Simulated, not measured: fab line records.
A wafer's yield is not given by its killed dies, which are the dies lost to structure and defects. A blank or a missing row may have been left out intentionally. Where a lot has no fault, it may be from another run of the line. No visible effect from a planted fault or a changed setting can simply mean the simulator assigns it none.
Matching of chambers + flow n5-finfet + 4 sister chambers for N5_BEOL_M10_ETCH_61 on rie-diel-01
The step etches SiARC in CF4, target depth 39 nm, time 65 s. 18 wafers are shown with their chamber, then 9 later ones without.

== WAFERS, EACH WITH ITS CHAMBER ==
| wafer  | chamber | drypump-motor-current-A (A) | throttle-valve-pct (%) | showerhead-plenum-p-Torr (Torr) |
|--------|---------|-----------------------------|------------------------|---------------------------------|
| L078.3 | 2       | 4.9                         | 15.94                  | 2.21                            |
| L078.4 | 3       | 5.3                         | 15.75                  | 2.21                            |
| L078.5 | 1       | 5.2                         | 15.50                  | 2.15                            |
| L079.3 | 0       | 6.3                         | 15.45                  | 2.15                            |
| L079.4 | 3       | 5.3                         | 15.75                  | 2.21                            |
| L079.6 | 0       | 6.4                         | 15.47                  | 2.15                            |
| L080.1 | 0       | 6.3                         | 15.47                  | 2.15                            |
| L080.3 | 2       | 5.0                         | 15.96                  | 2.21                            |
| L080.6 | 3       | 5.3                         | 15.75                  | 2.22                            |
| L082.1 | 1       | 5.2                         | 15.51                  | 2.15                            |
| L082.2 | 0       | 6.4                         | 15.48                  | 2.15                            |
| L082.4 | 2       | 4.9                         | 15.97                  | 2.21                            |
| L084.1 | 3       | 5.3                         | 15.77                  | 2.21                            |
| L084.2 | 2       | 4.9                         | 15.95                  | 2.20                            |
| L084.6 | 2       | 4.9                         | 15.97                  | 2.20                            |
| L085.2 | 3       | 5.3                         | 15.77                  | 2.21                            |
| L085.3 | 2       | 5.0                         | 15.98                  | 2.20                            |
| L085.6 | 2       | 4.9                         | 15.99                  | 2.20                            |

SIGNATURES (means of the wafers above)
| reading                  | chamber 0 | chamber 1 | chamber 2 | chamber 3 | scatter within a chamber |
|--------------------------|-----------|-----------|-----------|-----------|--------------------------|
| drypump-motor-current-A  | 6.350     | 5.200     | 4.929     | 5.300     | 0.0416                   |
| throttle-valve-pct       | 15.4675   | 15.5050   | 15.9657   | 15.7580   | 0.0141                   |
| showerhead-plenum-p-Torr | 2.1500    | 2.1500    | 2.2043    | 2.2120    | 0.00424                  |
Rule: a wafer's distance from a chamber is the root of the sum, over the readings, of the square of ((its reading less the chamber's mean) divided by the reading's scatter). If the next closest chamber is less than 2 further off than the closest, the wafer can't be placed; otherwise it belongs to the closest. The scatter is the square root of a quotient: the sum, over the shown wafers, of each reading's squared deviation from its chamber's mean, divided by wafers minus chambers.

== WAFERS WITHOUT THEIR CHAMBER ==
| wafer  | drypump-motor-current-A (A) | throttle-valve-pct (%) | showerhead-plenum-p-Torr (Torr) |
|--------|-----------------------------|------------------------|---------------------------------|
| L086.1 | 4.9                         | 15.99                  | 2.20                            |
| L086.3 | 6.4                         | 15.49                  | 2.14                            |
| L086.6 | 5.0                         | 15.97                  | 2.20                            |
| L092.3 | 4.9                         | 16.01                  | 2.20                            |
| L092.4 | 6.3                         | 15.50                  | 2.14                            |
| L092.6 | 5.2                         | 15.54                  | 2.15                            |
| L095.2 | 4.9                         | 16.00                  | 2.19                            |
| L095.3 | 5.3                         | 15.82                  | 2.20                            |
| L095.4 | 5.2                         | 15.56                  | 2.14                            |

== EACH ONE'S CHAMBER ==
| wafer  | from the rows above | in truth |
|--------|---------------------|----------|
| L086.1 | 2                   | 2        |
| L086.3 | 0                   | 0        |
| L086.6 | 2                   | 2        |
| L092.3 | 2                   | 2        |
| L092.4 | 0                   | 0        |
| L092.6 | 1                   | 1        |
| L095.2 | 2                   | 2        |
| L095.3 | 3                   | 3        |
| L095.4 | 1                   | 1        |
9 of 9 placed correctly. Can't be placed from these rows: 0. 0 placed wrongly.
